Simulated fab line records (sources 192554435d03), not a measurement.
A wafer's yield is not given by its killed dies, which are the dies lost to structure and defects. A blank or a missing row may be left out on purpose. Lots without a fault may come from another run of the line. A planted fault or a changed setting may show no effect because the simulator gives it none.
Chamber matching / flow n5-finfet / N5_BEOL_M6_CURE_74 on uv-cure-03 has 3 sister chambers
The step cures SiCOH lowk, time 240 s. 14 wafers are shown with their chamber, then 7 later ones without.

WAFERS, EACH WITH ITS CHAMBER
wafer=L082.2; chamber=1; lamp-power-pct (%)=52.30; wafer_temp_C_max=386.4
wafer=L082.3; chamber=1; lamp-power-pct (%)=52.33; wafer_temp_C_max=386.4
wafer=L082.6; chamber=1; lamp-power-pct (%)=52.29; wafer_temp_C_max=387.7
wafer=L081.1; chamber=0; lamp-power-pct (%)=52.27; wafer_temp_C_max=386.2
wafer=L081.5; chamber=0; lamp-power-pct (%)=52.31; wafer_temp_C_max=386.6
wafer=L081.6; chamber=0; lamp-power-pct (%)=52.28; wafer_temp_C_max=386.3
wafer=L085.1; chamber=2; lamp-power-pct (%)=52.43; wafer_temp_C_max=386.4
wafer=L085.4; chamber=2; lamp-power-pct (%)=52.38; wafer_temp_C_max=386.9
wafer=L085.6; chamber=2; lamp-power-pct (%)=52.36; wafer_temp_C_max=386.0
wafer=L088.1; chamber=0; lamp-power-pct (%)=52.28; wafer_temp_C_max=387.7
wafer=L088.3; chamber=0; lamp-power-pct (%)=52.32; wafer_temp_C_max=386.9
wafer=L088.4; chamber=0; lamp-power-pct (%)=52.37; wafer_temp_C_max=386.8
wafer=L089.1; chamber=2; lamp-power-pct (%)=52.31; wafer_temp_C_max=386.4
wafer=L089.4; chamber=2; lamp-power-pct (%)=52.29; wafer_temp_C_max=386.1

SIGNATURES, as means of the wafers listed above
reading=lamp-power-pct; chamber 0=52.3050; chamber 1=52.3067; chamber 2=52.3540; scatter within a chamber=0.043
reading=wafer_temp_C_max; chamber 0=386.750; chamber 1=386.833; chamber 2=386.360; scatter within a chamber=0.529
Rule: distance of a wafer from a chamber = root of the sum over the readings of ((wafer's reading minus chamber's mean) / reading's scatter) squared. The wafer belongs to the nearest chamber; if the next one is less than 2 further off, it can't be placed. The scatter: take each reading less its chamber's mean, square it, sum over the shown wafers, divide by the number of wafers less the number of chambers, and take the root.

WAFERS WHOSE CHAMBER IS MISSING
wafer=L089.5; lamp-power-pct (%)=52.38; wafer_temp_C_max=386.4
wafer=L090.1; lamp-power-pct (%)=52.26; wafer_temp_C_max=386.6
wafer=L090.2; lamp-power-pct (%)=52.31; wafer_temp_C_max=386.1
wafer=L090.5; lamp-power-pct (%)=52.27; wafer_temp_C_max=386.3
wafer=L094.2; lamp-power-pct (%)=52.32; wafer_temp_C_max=386.0
wafer=L094.3; lamp-power-pct (%)=52.31; wafer_temp_C_max=386.3
wafer=L094.5; lamp-power-pct (%)=52.29; wafer_temp_C_max=386.4

WHICH CHAMBER EACH WENT THROUGH
wafer=L089.5; from the rows above=can't be placed: 2 or 0 or 1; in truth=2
wafer=L090.1; from the rows above=can't be placed: 0 or 1 or 2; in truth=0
wafer=L090.2; from the rows above=can't be placed: 2 or 0 or 1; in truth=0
wafer=L090.5; from the rows above=can't be placed: 0 or 1 or 2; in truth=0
wafer=L094.2; from the rows above=can't be placed: 2 or 0 or 1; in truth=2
wafer=L094.3; from the rows above=can't be placed: 0 or 1 or 2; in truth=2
wafer=L094.5; from the rows above=can't be placed: 0 or 1 or 2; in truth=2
Correct placement for 0 of the 7. Cannot be placed on the basis of these rows: 7; the candidates contain the true chamber in 7. 0 placed wrongly.
